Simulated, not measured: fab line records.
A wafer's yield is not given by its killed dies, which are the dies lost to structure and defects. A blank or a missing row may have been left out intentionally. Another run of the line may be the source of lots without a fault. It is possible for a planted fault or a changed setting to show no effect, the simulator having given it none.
Matching of chambers :: flow nand harc :: 3 sister chambers for NHARC_A_STAIRCASE_DEP_151 on pecvd-02
The step deposits SiO2, target thk 3800 nm. 14 wafers are shown with their chamber, then 7 later ones without.

WAFERS, EACH WITH ITS CHAMBER
wafer: L074.1
chamber: 1
heater power w (W): 772

wafer: L074.3
chamber: 0
heater power w (W): 727

wafer: L074.6
chamber: 1
heater power w (W): 623

wafer: L075.3
chamber: 2
heater power w (W): 518

wafer: L075.4
chamber: 0
heater power w (W): 607

wafer: L075.5
chamber: 2
heater power w (W): 515

wafer: L077.3
chamber: 0
heater power w (W): 651

wafer: L077.5
chamber: 1
heater power w (W): 628

wafer: L077.6
chamber: 2
heater power w (W): 504

wafer: L085.3
chamber: 0
heater power w (W): 768

wafer: L085.4
chamber: 2
heater power w (W): 551

wafer: L085.6
chamber: 1
heater power w (W): 591

wafer: L088.1
chamber: 2
heater power w (W): 687

wafer: L088.2
chamber: 0
heater power w (W): 810

SIGNATURES (means of the wafers above)
reading: heater power w
chamber 0: 712.60
chamber 1: 653.50
chamber 2: 555.00
scatter within a chamber: 79.9
Rule: a wafer's distance from a chamber is the root of the sum, over the readings, of the square of ((its reading less the chamber's mean) divided by the reading's scatter). If the next closest chamber is less than 2 further off than the closest, the wafer can't be placed; otherwise it belongs to the closest. How the scatter is found: for the shown wafers, subtract from each reading the mean of its chamber, square and add these, divide the total by (wafers less chambers), then take the root.

WAFERS WITH NO CHAMBER GIVEN
wafer: L088.6
heater power w (W): 551

wafer: L091.3
heater power w (W): 719

wafer: L091.4
heater power w (W): 647

wafer: L091.5
heater power w (W): 592

wafer: L092.2
heater power w (W): 719

wafer: L092.3
heater power w (W): 665

wafer: L092.5
heater power w (W): 633

WHICH CHAMBER EACH ONE RAN IN
wafer: L088.6
from the rows above: can't be placed: 2 or 1 or 0
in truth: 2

wafer: L091.3
from the rows above: can't be placed: 0 or 1 or 2
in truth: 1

wafer: L091.4
from the rows above: can't be placed: 1 or 0 or 2
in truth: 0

wafer: L091.5
from the rows above: can't be placed: 2 or 1 or 0
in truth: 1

wafer: L092.2
from the rows above: can't be placed: 0 or 1 or 2
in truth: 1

wafer: L092.3
from the rows above: can't be placed: 1 or 0 or 2
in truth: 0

wafer: L092.5
from the rows above: can't be placed: 1 or 2 or 0
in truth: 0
0 of 7 placed correctly. Cannot be placed on the basis of these rows: 7; the candidates contain the true chamber in 7. Wrongly placed: 0.
